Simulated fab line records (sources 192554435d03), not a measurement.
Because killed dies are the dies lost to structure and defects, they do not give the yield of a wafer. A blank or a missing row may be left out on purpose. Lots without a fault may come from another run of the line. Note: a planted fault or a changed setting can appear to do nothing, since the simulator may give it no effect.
A struck lot beside a sound one -- flow n5 finfet -- 38 out of 1938 route steps
Sound: the wafers L560.2, L560.6. Struck: wafer L567.2. (L567.4, L567.6 of the same lot were not struck and are left out.) The cause comes at the end.
Each step with rows lists, per side, the tool, then ch with its chambers, then its first start. Under that, the readings that differ: sound wafers -- struck wafers -- difference of the means -- sigmas: that difference in standard deviations of wafers without a fault.
alike: words and numbers the same on both sides, and readings whose means are apart by under 2 such deviations; not compared: readings that were withheld, readings missing a value for some wafer, numbers with overlapping values and no deviation given by the record, and bounds like >300 which may hide the same value.
Wherever a step has rows on one side only, a row that says differs or no value, or a row with sigmas, the two part there. Non-overlapping numbers with no deviation appear without sigmas and do not part them. A reading that every wafer of one side lacks parts them only if that side has two wafers or more.

first, 9 steps without rows for these wafers: N5_BEOL_M13_SOFTBAKE_23 (time 60 s); N5_BEOL_M13_EXPOSE_25 (exposes mask M13, target cd 210 nm); N5_BEOL_M13_PEB_26 (peb time 90 s); N5_BEOL_M13_DEVELOP_27 (develop time 45 s); N5_BEOL_M13_HARDBAKE_32 (time 120 s); N5_BEOL_M13_DESCUM_33 (chemistry O2, time 7.9 s); N5_BEOL_M13_ETCH_67 (etches SiARC in CF4, target depth 143 nm, time 238.3 s); N5_BEOL_M13_ETCH_68 (etches SOC in N2/H2, time 355 s); N5_BEOL_M13_STRIP_69 (strips in N2/H2).
N5_BEOL_M13_TRENCH_ETCH_34: etches SiOC in C4F8/O2/Ar, target depth 413.47 nm, time 162.6 s.
  sound on rie diel-03 ch 1, day 12 20:37; struck on rie diel-03 ch 1, day 14 22:35
reading,sound,struck,difference,sigmas
mfc ar sccm (sccm),400.0 399.1,402.8,+3.2,+3
model.etch.depth nm (nm),419.4 417.4,308.4,-110.0,
  alike: drypump motor current A, oes product au, rf vpp V, showerhead plenum p Torr, throttle valve pct
  not compared: rf hours counter h
then, 1 step without rows for these wafers: N5_BEOL_M13_STRIP_70 (strips in C4F8/O2/Ar).
N5_BEOL_M13_OCD_MEAS_35:
  sound on ocd-01, day 12 20:47; struck on ocd-02, day 14 22:46
reading,sound,struck,difference,sigmas
trench depth nm (nm),420 417,309,-110,-18
then, 11 steps without rows for these wafers: N5_BEOL_M13_STRIP_37 (strips in N2/H2); N5_BEOL_M13_ETCH_38 (etches SiCN in CF4/N2, target depth 67.5 nm, time 71.9 s); N5_BEOL_M13_PRECLEAN_39 (cleans in residue remover, time 60 s); N5_BEOL_M13_SRD_40 (time 30 s, dry time 30 s); N5_BEOL_M13_DEGAS_41 (time 60 s); N5_BEOL_M13_PRE_CLEAN_42 (time 30 s); N5_BEOL_M13_SPUTTER_43 (material TaN, target thk 15 nm, time 24.19 s); N5_BEOL_M13_SPUTTER_44 (material Ta, target thk 10 nm, time 16.13 s); N5_BEOL_M13_SPUTTER_45 (material Cu, target thk 80 nm, time 13.33 s); N5_BEOL_M13_ECD_47 (material Cu, target thk 936 nm); N5_BEOL_M13_ANNEAL_48 (time 90 s).
N5_BEOL_M13_CMP_49: polishes, stops on SiOC, t overpolish 17.1 s, target thk 420 nm.
  sound on cmp-02 ch 2, day 12 23:07; struck on cmp-02 ch 3, day 15 00:39
reading,sound,struck,difference,sigmas
overpolish run s (s),17.113 17.106,17.075,-0.035,-3
model.Cu_of_BEOL_M13_ECD_47.thk nm (nm),428.2 426.2,315.8,-111.4,
  alike: barrier field endpoint s, motor current A, retaining ring pressure frac
N5_BEOL_M13_THK_MEAS_50: measures by xrf.
  sound on film metro-01, day 12 23:25; struck on film metro-02, day 15 00:55
reading,sound,struck,difference,sigmas
M13_THK (nm),448 444,325,-121,-17
then, 2 steps without rows for these wafers: N5_BEOL_M13_PRE_CLEAN_52 (time 15 s); N5_BEOL_M13_DEP_53 (deposits SiCN from 3MS/NH3, target thk 50 nm, time 17.8 s).
N5_BEOL_M13_RS_MEAS_54: measurement is done with a four-point probe.
  sound on film metro-01, day 12 23:32; struck on film metro-02, day 15 01:02
reading,sound,struck,difference,sigmas
M13_RS (ohm/sq),0.0441 0.0443,0.0604,+0.0162,+23
then, 9 steps without rows for these wafers: N5_BEOL_M14_ILD_DEP_00 (deposits SiO2 from TEOS/O2, target thk 1119.3 nm, time 237.4 s); N5_BEOL_M14_COAT_58 (time 60 s, resist thk 89 nm); N5_BEOL_M14_COAT_04 (resist thk 800 nm); N5_BEOL_M14_EBR_06; N5_BEOL_M14_SOFTBAKE_05 (time 60 s); N5_BEOL_M14_EXPOSE_07 (exposes mask V13); N5_BEOL_M14_PEB_08 (peb time 90 s); N5_BEOL_M14_DEVELOP_09 (develop time 45 s); N5_BEOL_M14_HARDBAKE_14 (time 120 s).
N5_BEOL_M15_RC_MEAS_101:
  sound on prober-02 ch 0, day 13 11:38; struck on prober-01 ch 0, day 15 12:32
reading,sound,struck,difference,sigmas
etest temp c (C),24.90 24.97,25.25,+0.32,+3
COMB_M12 (S/m),1.06e-11 8.2e-12,4.7e-12,-4.7e-12,-3
SERP_M10 (ohm/um),3.17 3.11,3.40,+0.26,+2
SERP_M13 (ohm/um),0.299 0.302,0.403,+0.103,+14
SERP_M13_max_site (ohm/um),0.302 0.306,0.410,+0.106,+14
SERP_M8 (ohm/um),13.9 14.0,15.8,+1.9,+2
SERP_M9 (ohm/um),3.05 3.23,2.95,-0.19,-2
  alike: COMB_M10, COMB_M11, COMB_M14, COMB_M15, COMB_M5, COMB_M6, COMB_M7, COMB_M7_max_site, COMB_M8, COMB_M9, COMB_M9_max_site, SERP_M11, SERP_M12, SERP_M14, SERP_M5, SERP_M6, SERP_M7, SERP_M7_max_site

## WHERE THEY PART
First at N5_BEOL_M13_TRENCH_ETCH_34; last, within this record, at N5_BEOL_M15_RC_MEAS_101.

WHY: what the simulator had put in
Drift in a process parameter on rie diel-03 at N5_BEOL_M13_TRENCH_ETCH_34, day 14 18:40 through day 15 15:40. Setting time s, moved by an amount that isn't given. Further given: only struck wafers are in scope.
